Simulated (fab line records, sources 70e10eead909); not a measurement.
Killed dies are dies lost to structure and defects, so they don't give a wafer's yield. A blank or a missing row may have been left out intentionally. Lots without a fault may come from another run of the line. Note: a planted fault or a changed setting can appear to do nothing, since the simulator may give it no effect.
Chamber matching ; flow nand-harc ; NHARC_A_WL_FILL_CMP_12 on cmp-03 has 4 sister chambers
The step polishes, t overpolish 30 s, target thk 100 nm. 8 wafers are shown with their chamber, then 9 later ones without.

## WAFERS, EACH WITH ITS CHAMBER
wafer;chamber;motor-current-A (A);overpolish-run-s (s)
L076.1;1;10.6;30.005
L087.2;3;11.1;29.995
L087.5;0;11.8;29.985
L088.4;0;12.3;30.006
L088.6;2;12.3;29.991
L090.3;1;10.2;29.989
L090.4;2;13.2;30.003
L090.5;3;11.4;29.999

## WAFERS WITH NO CHAMBER GIVEN
wafer;motor-current-A (A);overpolish-run-s (s)
L093.1;10.8;30.004
L093.2;12.6;30.012
L093.6;11.5;29.996
L095.2;11.2;29.989
L095.3;11.4;30.001
L095.4;13.2;29.994
L097.1;11.6;30.000
L097.5;11.3;30.007
L097.6;12.7;30.000

## WHICH CHAMBER EACH WENT THROUGH
wafer;from the rows above;in truth
L093.1;can't be placed: 1 or 3 or 0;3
L093.2;can't be placed: 2 or 0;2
L093.6;can't be placed: 3 or 0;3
L095.2;can't be placed: 3 or 1 or 0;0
L095.3;can't be placed: 3 or 0 or 1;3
L095.4;can't be placed: 2 or 0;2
L097.1;can't be placed: 3 or 0 or 2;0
L097.5;can't be placed: 3 or 0 or 1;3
L097.6;can't be placed: 2 or 0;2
Placed correctly: 0 of 9. Unplaceable from these rows: 9, with the true chamber sitting among the candidates in 9. Number placed wrongly: 0.
How it was worked out, from the rows above alone: a wafer's distance from a chamber is the root of the sum, over the readings, of the square of ((its reading less the chamber's mean) divided by the reading's scatter). The wafer belongs to the nearest chamber; if the next one is less than 2 further off, it can't be placed. For every chamber, the mean is computed from those of its wafers that are shown. The scatter is the square root of a quotient: the sum, over the shown wafers, of each reading's squared deviation from its chamber's mean, divided by wafers minus chambers.
